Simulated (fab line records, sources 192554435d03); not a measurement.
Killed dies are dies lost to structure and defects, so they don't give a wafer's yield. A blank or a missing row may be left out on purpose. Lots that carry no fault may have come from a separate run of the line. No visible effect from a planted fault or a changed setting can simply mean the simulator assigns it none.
Chamber matching -- flow n5-finfet -- rie-diel-06 running N5_HKMG_FIN_DESCUM_17: 4 sister chambers
The step chemistry O2, time 7.9 s. 4 wafers are shown with their chamber, then 12 later ones without.

## WAFERS, EACH WITH ITS CHAMBER
wafer,chamber,showerhead-plenum-p-Torr (Torr)
L090.4,1,2.16
L091.1,3,2.07
L091.4,0,2.05
L091.5,2,2.04

## WAFERS MISSING THEIR CHAMBER
wafer,showerhead-plenum-p-Torr (Torr)
L093.2,2.03
L093.5,2.03
L093.6,2.15
L095.3,2.05
L095.5,2.05
L095.6,2.15
L096.3,2.15
L096.4,2.06
L096.5,2.03
L097.2,2.05
L097.4,2.06
L097.5,2.05

## CHAMBER TAKEN BY EACH
wafer,from the rows above,in truth
L093.2,can't be placed: 2 or 0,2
L093.5,can't be placed: 2 or 0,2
L093.6,1,1
L095.3,can't be placed: 0 or 2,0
L095.5,can't be placed: 0 or 2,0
L095.6,1,1
L096.3,1,1
L096.4,can't be placed: 3 or 0 or 2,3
L096.5,can't be placed: 2 or 0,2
L097.2,can't be placed: 0 or 2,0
L097.4,can't be placed: 3 or 0 or 2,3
L097.5,can't be placed: 0 or 2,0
Correctly placed: 3 of 12. Unplaceable from these rows: 9, with the true chamber sitting among the candidates in 9. 0 placed wrongly.
How it was worked out, from the rows above alone: a wafer's distance from a chamber is the root of the sum, over the readings, of the square of ((its reading less the chamber's mean) divided by the reading's scatter). If the next closest chamber is less than 2 further off than the closest, the wafer can't be placed; otherwise it belongs to the closest. A chamber's mean is the mean of its shown wafers. The scatter: root of mean squared gap, hidden wafer to nearest shown wafer, with one shown wafer a chamber.
